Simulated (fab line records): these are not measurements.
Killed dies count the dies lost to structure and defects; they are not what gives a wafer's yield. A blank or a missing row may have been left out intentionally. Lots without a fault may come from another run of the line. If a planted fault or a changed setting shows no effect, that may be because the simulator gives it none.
Comparing a struck lot with a sound one -- flow n5_finfet -- 41 steps out of a route of 1938
Sound: these wafers, L100.2, L100.4, L100.5. Struck: wafer L112.3 (L112.1, L112.2, from the same lot, were not struck and are left out); the cause is given at the end.
Order at every step that has rows: each side's tool, ch and its chambers, its first start. Under that, the readings that differ: sound wafers -- struck wafers -- difference of the means -- sigmas: that difference in standard deviations of wafers without a fault.
alike: same words and numbers on both sides, and readings whose means sit less than 2 such deviations apart. not compared: any withheld reading, any reading some wafer has no value for, any bound like >300 that may hide the same value, and any number with overlapping values for which the record gives no deviation.
A row with sigmas, a row that says differs or no value, or rows on one side alone: a step with any of these is where the two part. Numbers that have no deviation but don't overlap get no sigmas and don't part them. Lack of a reading on every wafer of one side parts them only where that side has two or more wafers.

first, 9 steps without rows for these wafers: N5_BEOL_M0_SAQP_COAT_82 (time 60 s, resist thk 30 nm); N5_BEOL_M0_SAQP_COAT_08 (resist thk 90 nm); N5_BEOL_M0_SAQP_EBR_10; N5_BEOL_M0_SAQP_SOFTBAKE_09 (time 60 s); N5_BEOL_M0_SAQP_EXPOSE_11 (exposes mask M0 CORE, target cd 42 nm); N5_BEOL_M0_SAQP_PEB_12 (peb time 60 s); N5_BEOL_M0_SAQP_DEVELOP_13 (develop time 30 s); N5_BEOL_M0_SAQP_DESCUM_19 (chemistry O2, time 7.9 s); N5_BEOL_M0_SAQP_ETCH_83 (etches SiARC in CF4, target depth 39 nm, time 65 s).
N5_BEOL_M0_SAQP_ETCH_84: etches SOC in N2/H2, target depth 100 nm, overetch 20 nm, time 150 s.
  sound on rie_diel-01 ch 1,2,3, day 6 06:32; struck on rie_diel-01 ch 2, day 9 05:17
  alike: drypump_motor_current_A, oes_product_au, rf_fwd_power_W, rf_vpp_V, showerhead_plenum_p_Torr, throttle_valve_pct
  not compared: rf_hours_counter_h
then, 27 steps without rows for these wafers: N5_BEOL_M0_SAQP_STRIP_80 (strips in N2/H2); N5_BEOL_M0_SAQP_HM_OPEN_112 (chemistry CHF3/O2, target SiO2, stops on a-Si, target depth 12 nm, time 13.5 s); N5_BEOL_M0_SAQP_STRIP_113 (strips in CHF3/O2); N5_BEOL_M0_SAQP_MANDREL_ETCH_20 (etches a-Si in HBr/Cl2, stops on SiNx, target depth 60 nm, bt time 10 s, time 30 s); N5_BEOL_M0_SAQP_STRIP_86 (strips in N2/H2); N5_BEOL_M0_SAQP_STRIP_115 (strips in post etch residue remover, time 60 s); N5_BEOL_M0_SAQP_SRD_93 (time 30 s); N5_BEOL_M0_SAQP_RECESS_114 (chemistry HF/NH3, target SiO2, target depth 14.4 nm, afs cycles 3, sublimation time 60 s); N5_BEOL_M0_SAQP_SPACER1_ALD_98 (deposits SiO2, target thk 12.8 nm, pulse time 1 s, purge time 2 s); N5_BEOL_M0_SAQP_SPACER1_ETCHBACK_99 (etches SiO2 in CHF3/O2, target depth 15.4 nm, time 7.7 s); N5_BEOL_M0_SAQP_MANDREL1_REMOVE_100 (chemistry HBr/Cl2/O2, target a-Si, stops on SiNx, bt time 10 s); N5_BEOL_M0_SAQP_ETCH_101 (etches SiNx in CH3F/O2, target depth 29.9 nm, time 42.7 s); N5_BEOL_M0_SAQP_ETCH_102 (etches SiO2 in CF4, target depth 4 nm, time 4.4 s); N5_BEOL_M0_SAQP_MANDREL_ETCH_103 (etches a-Si in HBr/Cl2, stops on SiCN, target depth 45 nm, bt time 10 s, time 27 s); N5_BEOL_M0_SAQP_RECESS_104 (chemistry HF/NH3, target SiO2, target depth 18 nm, afs cycles 3, sublimation time 60 s); N5_BEOL_M0_SAQP_COAT_105 (time 60 s, resist thk 100 nm); N5_BEOL_M0_SAQP_ETCH_106 (etches SOC in N2/H2, stops on SiNx, target depth 150 nm); N5_BEOL_M0_SAQP_ETCH_107 (etches SiNx in CH3F/O2, target depth 30 nm); N5_BEOL_M0_SAQP_STRIP_108 (strips in N2/H2); N5_BEOL_M0_SAQP_RECESS_109 (chemistry HF/NH3, target SiO2, target depth 3 nm, afs cycles 1, sublimation time 60 s); N5_BEOL_M0_SAQP_SPACER2_ALD_26 (deposits SiO2, target thk 15 nm, pulse time 1 s, purge time 2 s); N5_BEOL_M0_SAQP_SPACER2_ETCHBACK_27 (etches SiO2 in CHF3/O2, target depth 22.5 nm, time 11.25 s); N5_BEOL_M0_SAQP_MANDREL2_REMOVE_110 (chemistry HBr/Cl2/O2, target a-Si, stops on SiCN, bt time 10 s); N5_BEOL_M0_SAQP_COAT_69 (time 60 s, resist thk 90 nm); N5_BEOL_M0_SAQP_COAT_72 (time 60 s, resist thk 15 nm); N5_BEOL_M0_SAQP_COAT_87 (time 60 s, resist thk 5 nm); N5_BEOL_M0_SAQP_COAT_34 (resist thk 30 nm).
N5_BEOL_M0_SAQP_INSPECT_42: inspects for defects (brightfield).
  sound on defect_inspect-02 at day 6 10:28; struck on defect_inspect-02 at day 9 10:37
reading,sound,struck,difference,sigmas
raw_defect_count,172 280 368,747,+474,+5
N5_BEOL_M0_CUTY_INSPECT_59: inspects for defects (macro).
  sound on defect_inspect-02 at day 6 11:56; struck on defect_inspect-02 at day 9 12:16
reading,sound,struck,difference,sigmas
raw_defect_count,3 0 4,274,+272,+99 or more
-- the record jumps here: 2 days lie between the struck wafers' starts before and after (it left off in module BEOL_M0_CUTY and takes up again in module BEOL_M4, whose first step shown is number 1111 of the route) --
N5_BEOL_M4_RC_MEAS_101:
  sound on prober-01 ch 0, day 9 05:19; struck on prober-01 ch 0, day 11 13:16
  alike: DIBL_N, DIBL_P, IOFF_N, IOFF_P, ION_N, ION_P, SS_N, SS_P, VT_N, VT_P
-- a jump in the record: the struck wafers' starts before and after are 4 days apart (it breaks off in module BEOL_M4 and resumes in module PASSIVATION, where the first step shown is number 1936 of the route) --
N5_PASSIVATION_PROBE_49:
  the record has rows for the struck wafers here (prober-02, day 15 17:02) and none for the sound ones

WHERE THEY PART
At N5_BEOL_M0_SAQP_INSPECT_42 first; at N5_PASSIVATION_PROBE_49 last (within this record only).

WHY: the cause the simulator had injected
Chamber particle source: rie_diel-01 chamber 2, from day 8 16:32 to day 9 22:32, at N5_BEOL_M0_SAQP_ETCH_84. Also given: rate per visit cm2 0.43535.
